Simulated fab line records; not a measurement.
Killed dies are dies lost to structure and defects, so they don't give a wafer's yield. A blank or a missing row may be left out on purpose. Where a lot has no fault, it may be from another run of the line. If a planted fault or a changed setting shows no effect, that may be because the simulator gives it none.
Chamber matching + flow n5_finfet + ald_sin-03 running N5_MOL_CONTACT_COAG_ALD_133: 4 sister chambers
The step deposits SiO2, target thk 5 nm, pulse time 1 s, co reactant pulse time 1 s. 18 wafers are shown with their chamber, then 9 later ones without.

## WAFERS, EACH WITH ITS CHAMBER
| wafer  | chamber | heater_power_w (W) | precursor_pulse_height_rel |
|--------|---------|--------------------|----------------------------|
| L074.4 | 0       | 82                 | 1.026                      |
| L074.5 | 3       | 79                 | 1.003                      |
| L074.6 | 0       | 80                 | 0.982                      |
| L075.2 | 3       | 81                 | 1.002                      |
| L075.3 | 1       | 71                 | 0.969                      |
| L075.4 | 0       | 80                 | 1.000                      |
| L079.1 | 1       | 72                 | 0.980                      |
| L079.4 | 3       | 81                 | 1.004                      |
| L079.5 | 1       | 73                 | 1.019                      |
| L084.4 | 1       | 72                 | 1.017                      |
| L084.5 | 2       | 68                 | 0.978                      |
| L084.6 | 3       | 80                 | 1.031                      |
| L088.2 | 1       | 69                 | 1.013                      |
| L088.3 | 0       | 80                 | 0.988                      |
| L088.6 | 1       | 71                 | 0.970                      |
| L093.1 | 0       | 79                 | 1.060                      |
| L093.4 | 3       | 79                 | 0.998                      |
| L093.6 | 2       | 69                 | 1.007                      |

SIGNATURES (means of the wafers above)
| reading                    | chamber 0 | chamber 1 | chamber 2 | chamber 3 | scatter within a chamber |
|----------------------------|-----------|-----------|-----------|-----------|--------------------------|
| heater_power_w             | 80.20     | 71.33     | 68.50     | 80.00     | 1.15                     |
| precursor_pulse_height_rel | 1.01120   | 0.99467   | 0.99250   | 1.00760   | 0.0241                   |
Rule: distance of a wafer from a chamber = root of the sum over the readings of ((wafer's reading minus chamber's mean) / reading's scatter) squared. The wafer belongs to the nearest chamber; if the next one is less than 2 further off, it can't be placed. How the scatter is found: for the shown wafers, subtract from each reading the mean of its chamber, square and add these, divide the total by (wafers less chambers), then take the root.

## WAFERS WITHOUT THEIR CHAMBER
| wafer  | heater_power_w (W) | precursor_pulse_height_rel |
|--------|--------------------|----------------------------|
| L094.1 | 78                 | 0.970                      |
| L094.5 | 80                 | 0.995                      |
| L094.6 | 81                 | 0.978                      |
| L095.1 | 71                 | 1.015                      |
| L095.2 | 80                 | 0.981                      |
| L095.3 | 70                 | 1.010                      |
| L095.4 | 81                 | 0.968                      |
| L095.5 | 72                 | 0.959                      |
| L095.6 | 82                 | 1.006                      |

## WHICH CHAMBER EACH WENT THROUGH
| wafer  | from the rows above     | in truth |
|--------|-------------------------|----------|
| L094.1 | can't be placed: 3 or 0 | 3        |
| L094.5 | can't be placed: 3 or 0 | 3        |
| L094.6 | can't be placed: 3 or 0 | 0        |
| L095.1 | can't be placed: 1 or 2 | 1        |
| L095.2 | can't be placed: 3 or 0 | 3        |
| L095.3 | can't be placed: 1 or 2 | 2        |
| L095.4 | can't be placed: 3 or 0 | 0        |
| L095.5 | can't be placed: 1 or 2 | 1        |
| L095.6 | can't be placed: 0 or 3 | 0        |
Correct placement for 0 of the 9. From these rows, 9 cannot be placed; in 9 the true chamber is one of the candidates. Number placed wrongly: 0.
